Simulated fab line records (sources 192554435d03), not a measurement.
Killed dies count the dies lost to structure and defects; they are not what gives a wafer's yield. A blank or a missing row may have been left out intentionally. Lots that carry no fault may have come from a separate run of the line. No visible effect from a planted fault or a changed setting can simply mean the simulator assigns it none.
Lot-split experiment + flow n5-finfet + 21 wafers read from 7 lots, route of 1938 steps

## ABOUT THE SPLIT
At N5_BEOL_M13_ETCH_59 (etches BARC in N2/H2, target depth 89 nm, overetch 26.7 nm, time 67.9 s), the setting time-s was moved away from the recipe's 67.9 s on 5 of the 21 wafers read, by -17.6% to +11.5%. The other wafers ran this setting at the recipe's value.

The reading is taken at the split's own step.

## THE READING
coat_of_BEOL_M13_COAT_04.thk-nm (the simulator's own value, which no gauge read), in nm, at N5_BEOL_M13_ETCH_59 (etches BARC in N2/H2, target depth 89 nm, overetch 26.7 nm, time 67.9 s). No usual value for it is given in the file. The 16 wafers here that ran the recipe average 317.6 nm, standard deviation 0.84 nm.

| wafer  | tool, chamber at the split | time-s as run, s | against the recipe | coat_of_BEOL_M13_COAT_04.thk-nm, nm | against lot-mates on the recipe |
|--------|----------------------------|------------------|--------------------|-------------------------------------|---------------------------------|
| L075.1 | rie-diel-03, 0             | 67.9             | recipe             | 318.6                               | -                               |
| L075.2 | rie-diel-03, 1             | 67.9             | recipe             | 318                                 | -                               |
| L075.3 | rie-diel-03, 2             | 67.9             | recipe             | 318.4                               | -                               |
| L076.2 | rie-diel-01, 3,1           | 67.9             | recipe             | 317.4                               | -                               |
| L076.4 | rie-diel-01, 3,1           | 67.9             | recipe             | 317.4                               | -                               |
| L076.6 | rie-diel-01, 0             | 67.9             | recipe             | 317.6                               | -                               |
| L081.2 | rie-diel-06, 0             | 67.9             | recipe             | 318.4                               | -                               |
| L081.3 | rie-diel-06, 3             | 67.9             | recipe             | 318.8                               | -                               |
| L081.6 | rie-diel-06, 1             | 67.9             | recipe             | 318.2                               | -                               |
| L086.1 | rie-diel-06, 2             | 75.15            | +10.7%             | 312.4                               | -4.2                            |
| L086.3 | rie-diel-06, 0             | 67.9             | recipe             | 316.6                               | -                               |
| L086.5 | rie-diel-06, 3             | 75.15            | +10.7%             | 308.4                               | -8.2                            |
| L087.3 | rie-diel-03, 0             | 67.9             | recipe             | 318                                 | -                               |
| L087.4 | rie-diel-03, 3             | 67.9             | recipe             | 317.4                               | -                               |
| L087.5 | rie-diel-03, 2             | 75.71            | +11.5%             | 310.2                               | -7.5                            |
| L091.2 | rie-diel-03, 3             | 67.9             | recipe             | 315.4                               | -                               |
| L091.3 | rie-diel-03, 1             | 67.9             | recipe             | 316.8                               | -                               |
| L091.4 | rie-diel-03, 2             | 55.95            | -17.6%             | 327.6                               | +11.5                           |
| L092.1 | rie-diel-03, 2             | 74.62            | +9.9%              | 310.4                               | -7.3                            |
| L092.4 | rie-diel-03, 0             | 67.9             | recipe             | 317.4                               | -                               |
| L092.6 | rie-diel-03, 1             | 67.9             | recipe             | 318                                 | -                               |
When a row names more than one chamber, that row covers several wafers, and the file does not tell which wafer ran in which chamber.

THE FIT
A straight line over all 21 wafers: coat_of_BEOL_M13_COAT_04.thk-nm changes by -0.629 nm for each +1% of time-s; r = -0.97; the points scatter about the line by 1.1 nm.
The same after taking each lot's own level away (the mean of its wafers on the recipe; 21 wafers): -0.643 nm for each +1%; r = -0.98; scatter 0.78 nm.
The reading moves by 11 nm for the largest change in time-s, on that fit.
Across the lots, their own levels run from 316.10 to 318.47 nm, a range of 2.8 times the standard deviation given above.
Consequently the slope shifts little with the lot-to-lot level, the two slopes agreeing.
Check: for one of the wafers moved furthest among these (-17.6%), held out of the fit, the line's prediction against its lot-mates is +11.2 nm. Against them it came out at +11.5 nm.

## FURTHER SPLITS ON THESE WAFERS
Before the reading, these wafers also passed through other splits. Each is held against what the fit with the lots' levels taken away leaves over:
| other split on the same wafers    | wafers away from the commonest value | r with coat_of_BEOL_M13_COAT_04.thk-nm (lot level and that fit taken away) |
|-----------------------------------|--------------------------------------|----------------------------------------------------------------------------|
| N5_BEOL_M10_PEB_26 peb-time-s     | 9                                    | -0.22                                                                      |
| N5_BEOL_M11_ETCH_66 time-s        | 7                                    | -0.53                                                                      |
| N5_BEOL_M11_TRENCH_ETCH_37 bias-w | 8                                    | -0.18                                                                      |
| N5_BEOL_M12_COAT_65 spin-rpm      | 4                                    | -0.02                                                                      |

## THE FILE'S OWN FIT
coat_of_BEOL_M13_COAT_04.thk-nm changes by -0.653 nm for each +1% of time-s, r = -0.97.
